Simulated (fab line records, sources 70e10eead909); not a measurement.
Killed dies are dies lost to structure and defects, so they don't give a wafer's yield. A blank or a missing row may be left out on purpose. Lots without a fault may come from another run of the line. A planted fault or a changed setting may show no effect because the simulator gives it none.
fab line records | flow nand_harc | part 1 of 2: steps 1 to 31 of 37
record lots=5 wafers=15 last_day=31
route steps=1302 shown A_STAIRCASE@752
lots that met no fault: from a run of the same line without faults
start_h: hours from the record's first day to the start of the lot's first wafer shown | wait_h: hours since the lot's step before | " the same as in the row above | L1.1+2: a row that stands for several wafers | - no value, or no start given | * or withheld: withheld | < > ~ a bound
route shown NAME@n: a module of which the file shows steps, and the number in the route of the first | usual: mean/standard deviation of fault-free wafers | same: alike in all rows | chamber/n: place in a boat | sites: the reading at each site | _std_site: their standard deviation | _edge_site: outer sites' mean less inner sites' | radius_mm: how far each site lies from the wafer's centre | mask NAME#n: copy n | behind: the tool/chamber that last shaped the wafer | hold: why the lot was held/for how many hours/how that ended | device: the transistor (n, p or np) that didn't switch | end of line: the same wafers' tests at the end of the route | a step without rows: its recipe alone | killed: dies lost to structure and defects at the first sort, not the wafer's yield | map: a wafer's dies, x killed, . not, _ none there
set.NAME: the setting as run; set.NAME@STEP: as run at that earlier step | model.NAME: the simulator's own value behind a step, which no gauge read
lots at some steps of the route; a table a step, a row a wafer
services: from which hour (start_h, from the record's first day; less than 0 if before it) a tool's chamber was out of use, for how many hours, and why
## steps
# step NHARC_A_STAIRCASE_STRIP_238
# recipe power_w=1500 temp_c=250 chemistry=O2
# usual drypump_motor_current_A=6.0/0.39 heater_power_w=319/24
# columns lot.wafer tool chamber start_h wait_h drypump_motor_current_A heater_power_w rf_hours_counter_h
L076.1 plasma_asher-02 1 388.14 0.1 5.6 328 26
L076.4 " 0 " " 6.2 312 -
L076.6 " 1 " " 5.6 326 -
L084.2 plasma_asher-02 0 465.38 0.1 6.2 296 5
L084.4 " 0 " " 6.1 290 -
L084.5 " 1 " " 5.5 350 -
L086.2 plasma_asher-02 1 484.57 0.1 5.6 343 10
L086.1 " 0 " " 6.2 294 10
L086.3 " 1 " " 5.5 348 -
L087.1 plasma_asher-01 1 485.30 0.1 5.6 300 31
L087.5 " 0 " " 6.6 358 -
L087.6 " 1 " " 5.6 301 -
L090.2 plasma_asher-01 0 530.00 0.1 6.5 321 0
L090.3 " 0 " " 6.5 326 -
L090.6 " 1 " " 5.7 293 -
# step NHARC_A_STAIRCASE_STRIP_239
# recipe time_s=900 temp_c=130 chemistry=SPM
# columns lot.wafer tool chamber start_h wait_h
L076.4+6+1 wet_bench-02 5,0,2 388.48 0.2
L084.4+5+2 wet_bench-06 5,6,1 465.72 0.2
L086.1+2+3 wet_bench-02 6,7,1 484.93 0.3
L087.5+1+6 wet_bench-06 3,4,5 485.61 0.1
L090.2+6+3 wet_bench-02 1,2,3 530.30 0.2
# step NHARC_A_STAIRCASE_PRECLEAN_240
# recipe time_s=* temp_c=50 bath_age_min=0 chemistry=SC1
# columns lot.wafer tool chamber start_h wait_h
L076.4+6+1 wet_bench-02 5,0,2 - -
L084.4+5+2 wet_bench-06 5,6,1 - -
L086.1+2+3 wet_bench-02 6,7,1 - -
L087.5+1+6 wet_bench-06 3,4,5 - -
L090.2+6+3 wet_bench-02 1,2,3 - -
# step NHARC_A_STAIRCASE_SRD_241
# columns lot.wafer tool chamber start_h wait_h
L076.4+6+1 wet_bench-02 5,0,2 - -
L084.4+5+2 wet_bench-06 5,6,1 - -
L086.1+2+3 wet_bench-02 6,7,1 - -
L087.5+1+6 wet_bench-06 3,4,5 - -
L090.2+6+3 wet_bench-02 1,2,3 - -
# step NHARC_A_STAIRCASE_DEHYDRATE_242
# recipe temp_c=150 time_s=120
# usual plate_temp_C=150.02/0.13
# columns lot.wafer tool chamber start_h wait_h plate_temp_C
L076.1 litho_track-02 0 388.93 - 149.91
L076.4 " 0 " " 149.90
L076.6 " 0 " " 150.00
L084.2 litho_track-07 0 466.18 - 150.15
L084.4 " 0 " " 149.98
L084.5 " 0 " " 150.16
L086.1 litho_track-02 0 485.38 - 149.94
L086.2 " 0 " " 149.92
L086.3 " 0 " " 150.04
L087.1 litho_track-07 0 486.06 - 150.06
L087.5 " 0 " " 150.12
L087.6 " 0 " " 150.28
L090.2 litho_track-02 0 530.75 - 150.02
L090.3 " 0 " " 149.93
L090.6 " 0 " " 150.07
# step NHARC_A_STAIRCASE_HMDS_243
# recipe time_s=30
# columns lot.wafer tool chamber start_h wait_h
L076.1+4+6 litho_track-02 0 - -
L084.2+4+5 litho_track-07 0 - -
L086.1+2+3 litho_track-02 0 - -
L087.1+5+6 litho_track-07 0 - -
L090.2+3+6 litho_track-02 0 - -
# step NHARC_A_STAIRCASE_COAT_244
# recipe spin_rpm=1200
# columns lot.wafer tool chamber start_h wait_h
L076.1+4+6 litho_track-02 0 - -
L084.2+4+5 litho_track-07 0 - -
L086.1+2+3 litho_track-02 0 - -
L087.1+5+6 litho_track-07 0 - -
L090.2+3+6 litho_track-02 0 - -
# step NHARC_A_STAIRCASE_SOFTBAKE_245
# recipe temp_c=135 time_s=170
# usual plate_temp_C=135.00/0.14
# columns lot.wafer tool chamber start_h wait_h plate_temp_C
L076.1 litho_track-02 0 - - 134.99
L076.4 " 0 " " 135.11
L076.6 " 0 " " 135.04
L084.2 litho_track-07 0 - - 134.64
L084.4 " 0 " " 134.77
L084.5 " 0 " " 134.83
L086.1 litho_track-02 0 - - 135.20
L086.2 " 0 " " 135.16
L086.3 " 0 " " 135.18
L087.1 litho_track-07 0 - - 134.89
L087.5 " 0 " " 135.00
L087.6 " 0 " " 134.97
L090.2 litho_track-02 0 - - 135.16
L090.3 " 0 " " 135.33
L090.6 " 0 " " 135.06
# step NHARC_A_STAIRCASE_EBR_246
# columns lot.wafer tool chamber start_h wait_h
L076.1+4+6 litho_track-02 0 - -
L084.2+4+5 litho_track-07 0 - -
L086.1+2+3 litho_track-02 0 - -
L087.1+5+6 litho_track-07 0 - -
L090.2+3+6 litho_track-02 0 - -
# step NHARC_A_STAIRCASE_EXPOSE_247
# recipe na=0.5 dose_mj=25.34 mask_id=SDS_1
# columns lot.wafer tool chamber start_h wait_h mask
L076.1+4+6 krf_scanner-01 0 389.27 - SDS_1#0
L084.2+4+5 krf_scanner-01 0 466.39 - SDS_1#0
L086.1+2+3 krf_scanner-02 0 485.71 - SDS_1#0
L087.1+5+6 krf_scanner-02 0 486.27 - SDS_1#0
L090.2+3+6 krf_scanner-02 0 531.09 - SDS_1#0
# step NHARC_A_STAIRCASE_PEB_248
# recipe peb_temp_c=115 peb_time_s=130
# usual plate_temp_C=114.99/0.14
# columns lot.wafer tool chamber start_h wait_h plate_temp_C
L076.1 litho_track-07 0 389.33 0.1 115.14
L076.4 " 0 " " 115.17
L076.6 " 0 " " 114.97
L084.2 litho_track-07 0 466.45 0.1 114.97
L084.4 " 0 " " 115.08
L084.5 " 0 " " 114.76
L086.1 litho_track-02 0 485.77 0.1 114.77
L086.2 " 0 " " 114.92
L086.3 " 0 " " 114.79
L087.1 litho_track-02 0 486.34 0.1 115.12
L087.5 " 0 " " 115.14
L087.6 " 0 " " 115.01
L090.2 litho_track-02 0 531.15 0.1 114.94
L090.3 " 0 " " 115.01
L090.6 " 0 " " 114.94
# step NHARC_A_STAIRCASE_DEVELOP_249
# recipe time_s=140
# columns lot.wafer tool chamber start_h wait_h
L076.1+4+6 litho_track-07 0 - -
L084.2+4+5 litho_track-07 0 - -
L086.1+2+3 litho_track-02 0 - -
L087.1+5+6 litho_track-02 0 - -
L090.2+3+6 litho_track-02 0 - -
# step NHARC_A_STAIRCASE_HARDBAKE_251
# recipe temp_c=120 time_s=140
# columns lot.wafer tool chamber start_h wait_h
L076.1+4+6 litho_track-05 0 389.55 -
L084.2+4+5 litho_track-02 0 466.68 -
L086.1+2+3 litho_track-02 0 486.01 -
L087.1+5+6 litho_track-05 0 486.55 -
L090.2+3+6 litho_track-02 0 531.37 -
# step NHARC_A_STAIRCASE_DESCUM_252
# recipe time_s=3 o2_flow_sccm=200 ar_flow_sccm=0 bias_power_w=0 chemistry=O2
# usual drypump_motor_current_A=5.8/0.59 oes_product_au=1.002/0.0085 rf_vpp_V=57.6/0.93 showerhead_plenum_p_Torr=1.88/0.093 throttle_valve_pct=11.311/0.01
# columns lot.wafer tool chamber start_h wait_h drypump_motor_current_A oes_product_au rf_hours_counter_h rf_vpp_V showerhead_plenum_p_Torr throttle_valve_pct
L076.1 rie_diel-12 1 389.65 - 6.5 1.016 38 57.8 1.89 11.337
L076.4 " 3 " " 5.7 1.000 36 57.7 1.98 11.312
L076.6 " 0 " " 4.9 0.993 - 57.2 1.79 11.314
L084.4 rie_diel-13 1 466.76 - 6.3 0.996 33 57.7 1.78 11.308
L084.2 " 3 " " 5.4 0.996 35 57.1 1.98 11.306
L084.5 " 1 " " 6.3 1.004 - 56.9 1.78 11.302
L086.2 rie_diel-13 0 486.10 - 6.2 1.000 37 57.9 1.89 11.331
L086.3 " 1 " " 6.3 0.993 41 55.9 1.78 11.316
L086.1 " 3 " " 5.4 0.992 42 59.0 1.98 11.304
L087.1 rie_diel-02 3 486.65 - 5.9 0.992 24 57.9 1.84 11.302
L087.5 " 2 " " 6.6 0.996 - 56.0 1.87 11.304
L087.6 " 3 " " 5.9 0.992 - 56.2 1.84 11.313
L090.3 rie_diel-02 2 531.46 - 6.5 0.985 45 56.4 1.86 11.318
L090.2 " 0 " " 5.8 1.004 46 58.0 2.04 11.322
L090.6 " 2 " " 6.6 1.000 - 58.3 1.86 11.311
# step NHARC_A_STAIRCASE_ETCH_253
# recipe target_depth_a=500 time_s=20.2 ion_energy_ev=400 c4f8_flow_sccm=20 o2_flow_sccm=10 ar_flow_sccm=withheld rf_w=600 bias_w=1000 chemistry=C4F8/O2
# usual bias_w=1000/3.1 oes_product_au=0.958/0.017 rf_fwd_power_W=589/3.7 rf_vpp_V=895/6
# columns lot.wafer tool chamber start_h wait_h bias_w oes_product_au rf_fwd_power_W rf_hours_counter_h rf_vpp_V
L076.1 rie_diel-12 1 389.73 0.1 1002 0.976 591 38 894
L076.4 " 3 " " 1009 0.973 589 36 898
L076.6 " 2 " " 1002 0.996 582 - 888
L084.2 rie_diel-13 3 466.85 0.1 1003 0.977 587 35 899
L084.4 " 0 " " 1002 0.988 593 34 896
L084.5 " 0 " " 1002 0.977 591 - 895
L086.2 rie_diel-13 0 486.20 0.1 1005 0.954 593 37 895
L086.1 " 1 " " 997 0.947 589 41 887
L086.3 " 2 " " 1005 0.963 587 39 889
L087.1 rie_diel-02 2 486.74 0.1 1004 0.959 594 31 893
L087.5 " 1 " " 999 0.955 594 - 906
L087.6 " 2 " " 1000 0.954 592 - 892
L090.2 rie_diel-02 0 531.54 0.1 1006 0.975 590 46 904
L090.3 " 2 " " 1005 0.922 588 45 893
L090.6 " 0 " " 1007 0.989 588 - 905
# step NHARC_A_STAIRCASE_STRIP_254
# recipe power_w=1500 temp_c=250 chemistry=O2
# usual drypump_motor_current_A=6.0/0.41 heater_power_w=320/26
# columns lot.wafer tool chamber start_h wait_h drypump_motor_current_A heater_power_w rf_hours_counter_h
L076.1 plasma_asher-01 1 389.86 - 5.7 296 9
L076.4 " 1 " " 5.7 303 -
L076.6 " 0 " " 6.6 357 -
L084.2 plasma_asher-02 1 467.17 - 5.6 342 6
L084.4 " 1 " " 5.6 345 -
L084.5 " 0 " " 6.2 289 -
L086.2 plasma_asher-01 0 486.28 - 6.5 356 31
L086.1 " 1 " " 5.6 293 31
L086.3 " 0 " " 6.5 360 -
L087.1 plasma_asher-01 0 486.82 - 6.5 356 32
L087.5 " 0 " " 6.5 353 -
L087.6 " 1 " " 5.7 299 -
L090.2 plasma_asher-02 0 531.63 - 6.2 298 20
L090.3 " 1 " " 5.6 340 -
L090.6 " 1 " " 5.6 336 -
# step NHARC_A_STAIRCASE_STRIP_255
# recipe time_s=900 temp_c=130 chemistry=SPM
# columns lot.wafer tool chamber start_h wait_h
L076.6+4+1 wet_bench-06 0,3,5 390.16 0.1
L084.5+2+4 wet_bench-07 3,5,6 467.49 0.1
L086.3+2+1 wet_bench-02 4,5,7 486.64 0.2
L087.5+6+1 wet_bench-06 4,5,7 487.18 0.1
L090.2+6+3 wet_bench-06 2,5,7 531.98 0.3
# step NHARC_A_STAIRCASE_PRECLEAN_256
# recipe time_s=* temp_c=50 bath_age_min=0 chemistry=SC1
# columns lot.wafer tool chamber start_h wait_h
L076.6+4+1 wet_bench-06 0,3,5 - -
L084.5+2+4 wet_bench-07 3,5,6 - -
L086.3+2+1 wet_bench-02 4,5,7 - -
L087.5+6+1 wet_bench-06 4,5,7 - -
L090.2+6+3 wet_bench-06 2,5,7 - -
# step NHARC_A_STAIRCASE_SRD_257
# columns lot.wafer tool chamber start_h wait_h
L076.6+4+1 wet_bench-06 0,3,5 - -
L084.5+2+4 wet_bench-07 3,5,6 - -
L086.3+2+1 wet_bench-02 4,5,7 - -
L087.5+6+1 wet_bench-06 4,5,7 - -
L090.2+6+3 wet_bench-06 2,5,7 - -
# step NHARC_A_STAIRCASE_HM_DEP_456
# recipe target_thk_a=31000 temp_c=400 material=aC
# usual throttle_valve_pct=35.000/0.0087
# columns lot.wafer tool chamber start_h wait_h throttle_valve_pct
L076.1 acl_dep-03 0 390.91 - 34.993
L076.4 " 0 " " 35.001
L076.6 " 0 " " 35.009
L084.2 acl_dep-03 0 468.98 - 35.005
L084.4 " 0 " " 35.001
L084.5 " 0 " " 35.000
L086.1 acl_dep-02 0 489.86 - 35.001
L086.2 " 0 " " 34.986
L086.3 " 0 " " 34.996
L087.1 acl_dep-01 0 490.03 - 35.008
L087.5 " 0 491.26 - 34.976
L087.6 " 0 " " 35.000
L090.2 acl_dep-02 0 532.84 - 35.004
L090.3 " 0 " " 35.006
L090.6 " 0 " " 35.003
# step NHARC_A_STAIRCASE_DEP_259
# recipe target_thk_a=300 target_thk_nm=30 temp_c=400 pressure_torr=3.5 flow_sccm=200 rf_w=350 material=SiON
# usual heater_power_w=736/130 rf_fwd_power_W=348.4/1.1
# columns lot.wafer tool chamber start_h wait_h heater_power_w rf_fwd_power_W
L076.1 pecvd-01 2 392.82 1.6 693 347.9
L076.6 " 1 " " 990 349.0
L076.4 " 2 " " 683 350.7
L084.2 pecvd-04 2 470.64 1.4 717 349.9
L084.5 " 1 " " 756 348.6
L084.4 " 2 " " 722 348.8
L086.1 pecvd-01 0 491.73 1.6 581 347.8
L086.3 " 1 " " 899 347.2
L086.2 " 2 " " 708 348.0
L087.1 pecvd-02 1 491.96 1.6 697 349.5
L087.5 " 0 " " 578 349.4
L087.6 " 1 " " 699 347.9
L090.2 pecvd-04 0 534.41 1.3 754 347.9
L090.3 " 2 " " 799 348.4
L090.6 " 1 " " 743 348.9
# step NHARC_A_STAIRCASE_DEHYDRATE_260
# recipe temp_c=150 time_s=120
# usual plate_temp_C=150.04/0.14
# columns lot.wafer tool chamber start_h wait_h plate_temp_C
L076.1 litho_track-07 0 393.04 0.2 150.01
L076.4 " 0 " " 150.14
L076.6 " 0 " " 149.86
L084.2 litho_track-05 0 470.88 0.2 149.76
L084.4 " 0 " " 150.35
L084.5 " 0 " " 150.08
L086.1 litho_track-05 0 492.01 0.2 150.26
L086.2 " 0 " " 150.22
L086.3 " 0 " " 150.42
L087.1 litho_track-07 0 492.17 0.2 150.00
L087.5 " 0 " " 149.83
L087.6 " 0 " " 149.96
L090.2 litho_track-02 0 534.68 0.2 150.00
L090.3 " 0 " " 150.17
L090.6 " 0 " " 150.11
# step NHARC_A_STAIRCASE_HMDS_261
# recipe time_s=30
# columns lot.wafer tool chamber start_h wait_h
L076.1+4+6 litho_track-07 0 - -
L084.2+4+5 litho_track-05 0 - -
L086.1+2+3 litho_track-05 0 - -
L087.1+5+6 litho_track-07 0 - -
L090.2+3+6 litho_track-02 0 - -
# step NHARC_A_STAIRCASE_COAT_262
# recipe spin_rpm=1200
# columns lot.wafer tool chamber start_h wait_h
L076.1+4+6 litho_track-07 0 - -
L084.2+4+5 litho_track-05 0 - -
L086.1+2+3 litho_track-05 0 - -
L087.1+5+6 litho_track-07 0 - -
L090.2+3+6 litho_track-02 0 - -
# step NHARC_A_STAIRCASE_SOFTBAKE_263
# recipe temp_c=135 time_s=170
# usual plate_temp_C=135.00/0.12
# columns lot.wafer tool chamber start_h wait_h plate_temp_C
L076.1 litho_track-07 0 - - 134.97
L076.4 " 0 " " 135.04
L076.6 " 0 " " 134.92
L084.2 litho_track-05 0 - - 134.80
L084.4 " 0 " " 134.95
L084.5 " 0 " " 135.12
L086.1 litho_track-05 0 - - 134.96
L086.2 " 0 " " 135.06
L086.3 " 0 " " 135.06
L087.1 litho_track-07 0 - - 134.82
L087.5 " 0 " " 134.83
L087.6 " 0 " " 134.89
L090.2 litho_track-02 0 - - 135.09
L090.3 " 0 " " 135.17
L090.6 " 0 " " 135.23
# step NHARC_A_STAIRCASE_EBR_264
# columns lot.wafer tool chamber start_h wait_h
L076.1+4+6 litho_track-07 0 - -
L084.2+4+5 litho_track-05 0 - -
L086.1+2+3 litho_track-05 0 - -
L087.1+5+6 litho_track-07 0 - -
L090.2+3+6 litho_track-02 0 - -
# step NHARC_A_STAIRCASE_EXPOSE_265
# recipe na=0.5 dose_mj=25.01 mask_id=CHOP_200
# columns lot.wafer tool chamber start_h wait_h mask
L076.1+4+6 krf_scanner-03 0 393.37 - CHOP_200#0
L084.2+4+5 krf_scanner-01 0 471.22 - CHOP_200#0
L086.1+2+3 krf_scanner-01 0 492.21 - CHOP_200#0
L087.1+5+6 krf_scanner-03 0 492.50 - CHOP_200#0
L090.2+3+6 krf_scanner-03 0 534.90 - CHOP_200#0
# step NHARC_A_STAIRCASE_PEB_266
# recipe peb_temp_c=115 peb_time_s=130
# usual plate_temp_C=115.03/0.13
# columns lot.wafer tool chamber start_h wait_h plate_temp_C
L076.1 litho_track-07 0 393.43 0.1 114.81
L076.4 " 0 " " 115.07
L076.6 " 0 " " 115.19
L084.2 litho_track-07 0 471.28 0.1 114.94
L084.4 " 0 " " 115.01
L084.5 " 0 " " 114.93
L086.1 litho_track-02 0 492.28 0.1 114.79
L086.2 " 0 " " 114.77
L086.3 " 0 " " 114.83
L087.1 litho_track-05 0 492.57 0.1 115.04
L087.5 " 0 " " 114.96
L087.6 " 0 " " 114.97
L090.2 litho_track-07 0 534.96 0.1 115.21
L090.3 " 0 " " 115.29
L090.6 " 0 " " 115.19
# step NHARC_A_STAIRCASE_DEVELOP_267
# recipe time_s=140
# columns lot.wafer tool chamber start_h wait_h
L076.1+4+6 litho_track-07 0 - -
L084.2+4+5 litho_track-07 0 - -
L086.1+2+3 litho_track-02 0 - -
L087.1+5+6 litho_track-05 0 - -
L090.2+3+6 litho_track-07 0 - -
# step NHARC_A_STAIRCASE_HARDBAKE_269
# recipe temp_c=120 time_s=140
# columns lot.wafer tool chamber start_h wait_h
L076.1+4+6 litho_track-02 0 393.65 -
L084.2+4+5 litho_track-02 0 471.50 -
L086.1+2+3 litho_track-07 0 492.50 -
L087.1+5+6 litho_track-07 0 492.80 -
L090.2+3+6 litho_track-05 0 535.19 -
# step NHARC_A_STAIRCASE_DESCUM_270
# recipe time_s=3 o2_flow_sccm=200 ar_flow_sccm=0 bias_power_w=0 chemistry=O2
# usual drypump_motor_current_A=5.7/0.58 oes_product_au=1.002/0.0093 rf_vpp_V=57.7/0.84 showerhead_plenum_p_Torr=1.90/0.098 throttle_valve_pct=11.311/0.0099
# columns lot.wafer tool chamber start_h wait_h drypump_motor_current_A oes_product_au rf_hours_counter_h rf_vpp_V showerhead_plenum_p_Torr throttle_valve_pct
L076.4 rie_diel-13 2 393.75 - 5.3 1.011 8 57.4 1.82 11.314
L076.1 " 0 " " 6.2 0.998 14 57.5 1.90 11.313
L076.6 " 2 " " 5.3 1.014 - 57.0 1.82 11.305
L084.4 rie_diel-02 2 471.60 - 6.6 1.018 24 56.8 1.87 11.309
L084.2 " 3 " " 5.9 1.013 16 57.4 1.85 11.282
L084.5 " 2 " " 6.6 1.011 - 56.8 1.87 11.323
L086.2 rie_diel-13 0 492.59 - 6.2 1.005 38 56.8 1.89 11.303
L086.3 " 1 " " 6.3 0.997 42 56.5 1.78 11.313
L086.1 " 2 " " 5.3 1.008 39 57.4 1.81 11.300
L087.1 rie_diel-12 0 492.91 - 4.9 0.996 10 57.8 1.78 11.296
L087.5 " 1 " " 6.5 1.012 - 57.9 1.88 11.308
L087.6 " 2 " " 5.1 1.021 - 58.7 2.07 11.300
L090.2 rie_diel-13 2 535.27 - 5.3 0.996 1 58.2 1.81 11.310
L090.3 " 0 " " 6.2 0.998 1 57.1 1.89 11.315
L090.6 " 3 " " 5.4 0.998 - 58.0 1.97 11.319
